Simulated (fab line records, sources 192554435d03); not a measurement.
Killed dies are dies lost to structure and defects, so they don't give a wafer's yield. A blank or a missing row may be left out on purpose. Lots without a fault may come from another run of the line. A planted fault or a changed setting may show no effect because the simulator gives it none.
Which tool did it? | flow n5_finfet | 11 lots, 33 wafers sampled, at 5 steps of a route of 1938

WHAT THE GAUGES READ, wafer by wafer
The record holds no reading of a measuring or inspecting step that can be judged against a usual standard deviation.

WHICH TOOL RAN EACH LOT (tool, then ch and the chambers of the sampled wafers, then the start)
lot  | N5_HKMG_FIN_DESCUM_53             | N5_HKMG_FIN_DESCUM_17             | N5_HKMG_FIN_ALD_91                 | N5_HKMG_FIN_ETCHBACK_68          | N5_PASSIVATION_PROBE_49
L129 | rie_diel-02 ch 1,2,3, day 4 17:23 | rie_diel-02 ch 0,2,3, day 4 20:44 | ald_metal-03 ch 0,1,2, day 4 21:43 | rie_metal-01 ch 0,1, day 4 23:22 | -
L132 | rie_diel-02 ch 0,2, day 5 11:19   | rie_diel-03 ch 0,1,2, day 5 14:52 | ald_metal-03 ch 0,1,3, day 5 15:51 | rie_metal-02 ch 0, day 5 17:41   | -
L133 | rie_diel-06 ch 0,1,2, day 5 17:14 | rie_diel-06 ch 0,2,3, day 5 20:58 | ald_metal-04 ch 0,1,2, day 5 21:57 | rie_metal-03 ch 0,1, day 5 23:39 | -
L134 | rie_diel-02 ch 2,3, day 5 21:34   | rie_diel-02 ch 0,1, day 6 01:11   | ald_metal-01 ch 0,2,3, day 6 02:11 | rie_metal-03 ch 0,1, day 6 03:49 | prober-02, day 14 17:08
L135 | rie_diel-03 ch 0,2, day 6 04:02   | rie_diel-03 ch 1,3, day 6 07:23   | ald_metal-03 ch 0,1, day 6 08:22   | rie_metal-01 ch 0,1, day 6 10:00 | -
L136 | rie_diel-06 ch 0,1, day 6 13:05   | rie_diel-02 ch 1,2, day 6 16:41   | ald_metal-03 ch 1,2, day 6 17:40   | rie_metal-01 ch 0, day 6 19:27   | prober-01, day 15 03:04
L137 | rie_diel-03 ch 0,1,3, day 6 17:12 | rie_diel-02 ch 0,2,3, day 6 20:40 | ald_metal-01 ch 0,2,3, day 6 21:39 | rie_metal-02 ch 0,1, day 6 23:17 | -
L139 | rie_diel-02 ch 0,2,3, day 7 08:23 | rie_diel-03 ch 1,2,3, day 7 11:42 | ald_metal-01 ch 1,2,3, day 7 12:41 | rie_metal-03 ch 0,1, day 7 14:22 | -
L140 | rie_diel-02 ch 0,1,3, day 7 10:50 | rie_diel-03 ch 0,1,3, day 7 14:29 | ald_metal-01 ch 1,2,3, day 7 15:28 | rie_metal-02 ch 0,1, day 7 17:13 | prober-02, day 16 02:28
L143 | rie_diel-02 ch 0,1,3, day 8 04:40 | rie_diel-06 ch 1,3, day 8 08:02   | ald_metal-04 ch 0,1,2, day 8 09:01 | rie_metal-03 ch 0,1, day 8 10:38 | -
L148 | rie_diel-02 ch 1,2, day 9 11:25   | rie_diel-02 ch 0,3, day 9 14:50   | ald_metal-04 ch 0,1,3, day 9 15:49 | rie_metal-03 ch 0,1, day 9 17:27 | -
- N5_HKMG_FIN_DESCUM_53: chemistry O2, time 7.9 s.
- N5_HKMG_FIN_DESCUM_17: chemistry O2, time 7.9 s.
- N5_HKMG_FIN_ALD_91: deposits TiN, target thk 1 nm, pulse time 1 s, purge time 3 s.
- N5_HKMG_FIN_ETCHBACK_68: etches the open film in Cl2/Ar, stops on HfO2, target depth 0.5 nm.
- N5_PASSIVATION_PROBE_49

WHAT THE TOOLS THEMSELVES READ (means of the sampled wafers that have a number; where no wafer has one, the mark that the record gives instead)
N5_HKMG_FIN_DESCUM_53. Usual: drypump_motor_current_A 5.65 A, standard deviation 0.27; oes_product_au 0.75 a.u., standard deviation 0.05; rf_vpp_V 243.3 V, standard deviation 1.3; showerhead_plenum_p_Torr 2.10 Torr, standard deviation 0.073; throttle_valve_pct 20.48 %, standard deviation 0.22.
lot  | tool        | drypump_motor_current_A (A) | oes_product_au (a.u.) | rf_vpp_V (V) | showerhead_plenum_p_Torr (Torr) | throttle_valve_pct (%) | flag
L129 | rie_diel-02 | 5.60                        | 0.74                  | 244.6        | 2.10                            | 20.55                  |
L132 | rie_diel-02 | 5.45                        | 0.72                  | 242.8        | 2.07                            | 20.27                  |
L133 | rie_diel-06 | 5.83                        | 0.74                  | 243.0        | 2.08                            | 20.65                  |
L134 | rie_diel-02 | 5.50                        | 0.74                  | 242.8        | 2.07                            | 20.65                  |
L135 | rie_diel-03 | 5.73                        | 0.77                  | 242.1        | 2.02                            | 20.27                  |
L136 | rie_diel-06 | 5.56                        | 0.75                  | 243.5        | 2.12                            | 20.69                  |
L137 | rie_diel-03 | 5.58                        | 0.80                  | 244.3        | 2.14                            | 20.39                  |
L139 | rie_diel-02 | 5.52                        | 0.72                  | 243.6        | 2.07                            | 20.52                  |
L140 | rie_diel-02 | 5.67                        | 0.72                  | 243.9        | 2.11                            | 20.64                  |
L143 | rie_diel-02 | 5.68                        | 0.71                  | 243.1        | 2.10                            | 20.66                  |
L148 | rie_diel-02 | 5.72                        | 0.71                  | 244.0        | 2.12                            | 20.55                  |

N5_HKMG_FIN_DESCUM_17. Usual: drypump_motor_current_A 5.7 A, standard deviation 0.3; oes_product_au 0.75 a.u., standard deviation 0.055; rf_vpp_V 243.2 V, standard deviation 1.5; showerhead_plenum_p_Torr 2.10 Torr, standard deviation 0.078; throttle_valve_pct 20.48 %, standard deviation 0.22.
lot  | tool        | drypump_motor_current_A (A) | oes_product_au (a.u.) | rf_vpp_V (V) | showerhead_plenum_p_Torr (Torr) | throttle_valve_pct (%) | flag
L129 | rie_diel-02 | 5.5                         | 0.74                  | 243.3        | 2.08                            | 20.47                  |
L132 | rie_diel-03 | 5.7                         | 0.74                  | 243.2        | 2.08                            | 20.31                  |
L133 | rie_diel-06 | 5.8                         | 0.74                  | 242.1        | 2.05                            | 20.44                  |
L134 | rie_diel-02 | 5.7                         | 0.71                  | 243.3        | 2.12                            | 20.47                  |
L135 | rie_diel-03 | 5.5                         | 0.77                  | 244.2        | 2.20                            | 20.40                  |
L136 | rie_diel-02 | 5.7                         | 0.73                  | 243.9        | 2.13                            | 20.50                  |
L137 | rie_diel-02 | 5.5                         | 0.72                  | 242.2        | 2.07                            | 20.49                  |
L139 | rie_diel-03 | 5.8                         | 0.76                  | 243.8        | 2.16                            | 20.36                  |
L140 | rie_diel-03 | 5.6                         | 0.79                  | 244.1        | 2.13                            | 20.39                  |
L143 | rie_diel-06 | 5.3                         | 0.74                  | 242.2        | 2.05                            | 20.62                  |
L148 | rie_diel-02 | 5.6                         | 0.69                  | 243.4        | 2.08                            | 20.59                  |

N5_HKMG_FIN_ALD_91. Usual: heater_power_w 864 W, standard deviation 90; precursor_pulse_height_rel 1.002, standard deviation 0.02.
lot  | tool         | heater_power_w (W) | precursor_pulse_height_rel | flag
L129 | ald_metal-03 | 797                | 0.986                      |
L132 | ald_metal-03 | 885                | 1.009                      |
L133 | ald_metal-04 | 915                | 1.010                      |
L134 | ald_metal-01 | 891                | 0.985                      |
L135 | ald_metal-03 | 848                | 0.998                      |
L136 | ald_metal-03 | 728                | 0.992                      |
L137 | ald_metal-01 | 883                | 0.987                      |
L139 | ald_metal-01 | 841                | 0.995                      |
L140 | ald_metal-01 | 860                | 0.995                      |
L143 | ald_metal-04 | 916                | 1.007                      |
L148 | ald_metal-04 | 909                | 1.001                      |

N5_HKMG_FIN_ETCHBACK_68. Usual: bias_w 60.01 W, standard deviation 0.17; drypump_motor_current_A 5.8 A, standard deviation 0.32; mfc_ar_sccm 60.02 sccm, standard deviation 0.17; oes_product_au 0.69 a.u., standard deviation 0.12; throttle_valve_pct 20.8 %, standard deviation 0.35.
lot  | tool         | bias_w (W) | drypump_motor_current_A (A) | mfc_ar_sccm (sccm) | oes_product_au (a.u.) | throttle_valve_pct (%) | flag
L129 | rie_metal-01 | 59.92      | 6.2                         | 60.06              | 0.60                  | 21.0                   |
L132 | rie_metal-02 | 60.20      | 5.9                         | 59.79              | 0.97                  | 20.1                   |
L133 | rie_metal-03 | 60.24      | 5.6                         | 60.22              | 0.66                  | 20.8                   |
L134 | rie_metal-03 | 59.98      | 5.6                         | 60.02              | 0.66                  | 20.8                   |
L135 | rie_metal-01 | 60.10      | 5.9                         | 60.11              | 0.58                  | 21.1                   |
L136 | rie_metal-01 | 60.17      | 6.5                         | 60.04              | 0.61                  | 20.9                   |
L137 | rie_metal-02 | 60.07      | 5.6                         | 59.94              | 0.71                  | 20.8                   |
L139 | rie_metal-03 | 59.97      | 5.7                         | 60.14              | 0.61                  | 20.8                   |
L140 | rie_metal-02 | 60.09      | 5.7                         | 60.17              | 0.81                  | 20.5                   |
L143 | rie_metal-03 | 59.94      | 5.6                         | 60.11              | 0.65                  | 20.8                   |
L148 | rie_metal-03 | 60.19      | 5.7                         | 59.98              | 0.61                  | 20.8                   |

N5_PASSIVATION_PROBE_49. Usual: killed_at_M0_to_M3 34, standard deviation 12; killed_at_M4_up 12, standard deviation 4.9; killed_at_contacts 13, standard deviation 7.2; killed_at_front_end 39, standard deviation 12; killed_at_other 3.7, standard deviation 2.9; killed_dies 101, standard deviation 18; killed_open 67, standard deviation 14; killed_short 33, standard deviation 7.2.
lot  | tool      | killed_at_M0_to_M3 | killed_at_M4_up | killed_at_contacts | killed_at_front_end | killed_at_other | killed_dies | killed_open | killed_short | flag
L134 | prober-02 | 27                 | 14              | 7                  | 39                  | 3.7             | 92          | 63          | 27           |
L136 | prober-01 | 34                 | 9               | 10                 | 57                  | 3.0             | 113         | 64          | 46           |
L140 | prober-02 | 30                 | 11              | 9                  | 42                  | 1.0             | 93          | 46          | 37           |

THE ANSWER, worked out from the rows above alone
Rule: a lot is off if the mean of its wafers that have a number lies more than 3 standard deviations from the usual mean. A lot without any number at a reading at which 4 lots or more have one is off too. The other lots that the step has rows for count as sound. The gauges are gone through in route order, then the tools' own readings, and for those a lot's mean is taken as printed above. The first step at which some lot is off is used, and at that step the reading that is off furthest; a lot without a number counts as furthest.
No lot is off at any reading shown: from this, nothing can be told.

WHAT THE SIMULATOR HAD PUT IN
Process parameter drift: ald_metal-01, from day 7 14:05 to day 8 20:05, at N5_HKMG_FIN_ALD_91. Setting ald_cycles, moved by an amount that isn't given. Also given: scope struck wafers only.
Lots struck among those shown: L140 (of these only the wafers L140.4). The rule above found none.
